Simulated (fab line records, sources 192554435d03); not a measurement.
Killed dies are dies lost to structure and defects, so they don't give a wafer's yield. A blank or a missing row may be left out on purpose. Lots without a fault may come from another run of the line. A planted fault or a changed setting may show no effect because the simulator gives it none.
One fault seen from 3 desks | flow n5_finfet | each desk has only its own numbers; what lay behind them comes last

THE METROLOGY DESK
What the gauges read, lot by lot, whatever tool the lot ran on: means of the sampled wafers that have a number. A lot is out of limits, marked OUT, if its mean lies more than 4 standard deviations from the usual mean; the brackets give that distance.
Columns: A = cd_nm at N5_BEOL_M7_CD_MEAS_28, usual 40.00 nm; B = V6_OVL at N5_BEOL_M7_OVL_MEAS_29, usual 0.0 nm
lot  | first seen here | A     | B
L470 | day 9 08:43     | 39.98 | 0.3
L474 | day 10 11:13    | 40.00 | -1.1
L484 | day 13 08:23    | 39.92 | 0.2
L487 | day 14 12:02    | 40.14 | 0.8
L491 | day 14 16:40    | 39.78 | 0.4
This desk's finding: nothing out of limits on any of the 5 lots.

THE TOOL OWNER'S DESK: rie_diel-05
The tool's own readings at N5_BEOL_M7_ETCH_66 (etches SOC in N2/H2, target depth 80 nm, overetch 16 nm, time 120 s): means of the sampled wafers that have a number, for each lot that ran on this tool. A lot is out of limits, marked OUT, if its mean lies more than 4 standard deviations from the usual mean; the brackets give that distance.
Columns: A = bias_w at N5_BEOL_M7_ETCH_66, usual 150.0 W; B = drypump_motor_current_A at N5_BEOL_M7_ETCH_66, usual 5.7 A; C = oes_product_au at N5_BEOL_M7_ETCH_66, usual 0.57 a.u.; D = rf_fwd_power_W at N5_BEOL_M7_ETCH_66, usual 835.2 W; E = rf_vpp_V at N5_BEOL_M7_ETCH_66, usual 523.7 V; F = showerhead_plenum_p_Torr at N5_BEOL_M7_ETCH_66, usual 2.53 Torr; G = throttle_valve_pct at N5_BEOL_M7_ETCH_66, usual 17.91 %
lot  | first seen here | A               | B   | C    | D     | E               | F    | G
L470 | day 9 08:55     | 150.0           | 5.7 | 0.58 | 837.9 | 524.2           | 2.57 | 17.93
L484 | day 13 08:43    | 163.5 (+29) OUT | 5.7 | 0.57 | 836.1 | 552.9 (+10) OUT | 2.56 | 17.98
This desk's finding: out of limits on L484; first on L484, day 13 08:43 (bias_w at N5_BEOL_M7_ETCH_66). In limits: L470.

THE DEFECT DESK
What the inspections along the route counted, lot by lot: means of the sampled wafers that have a number. A lot is out of limits, marked OUT, if its mean lies more than 4 standard deviations from the usual mean; the brackets give that distance.
Columns: A = raw_defect_count at N5_BEOL_M7_INSPECT_30, usual 411
lot  | first seen here | A
L470 | day 9 08:48     | 249
L474 | day 10 11:18    | 428
L484 | day 13 08:28    | 351
L487 | day 14 12:08    | 415
L491 | day 14 16:46    | 534
This desk's finding: nothing out of limits on any of the 5 lots.

PUT TOGETHER
The tool owner's desk could have raised an alarm at day 13 08:43, on L484.
The metrology desk saw nothing out of limits.
The defect desk saw nothing out of limits.
The metrology desk has L484 on record, within its limits.
The defect desk has L484 on record, within its limits.
Of the lots named, all ran N5_BEOL_M7_ETCH_66 on rie_diel-05.

WHAT THE SIMULATOR HAD PUT IN
Process parameter drift: rie_diel-05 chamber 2, from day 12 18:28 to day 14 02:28, at N5_BEOL_M7_ETCH_66. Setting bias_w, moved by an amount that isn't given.
Lots struck among those shown: L484.
Hours from the fault's start to each desk's first reading out of limits: the tool owner's desk, 14.
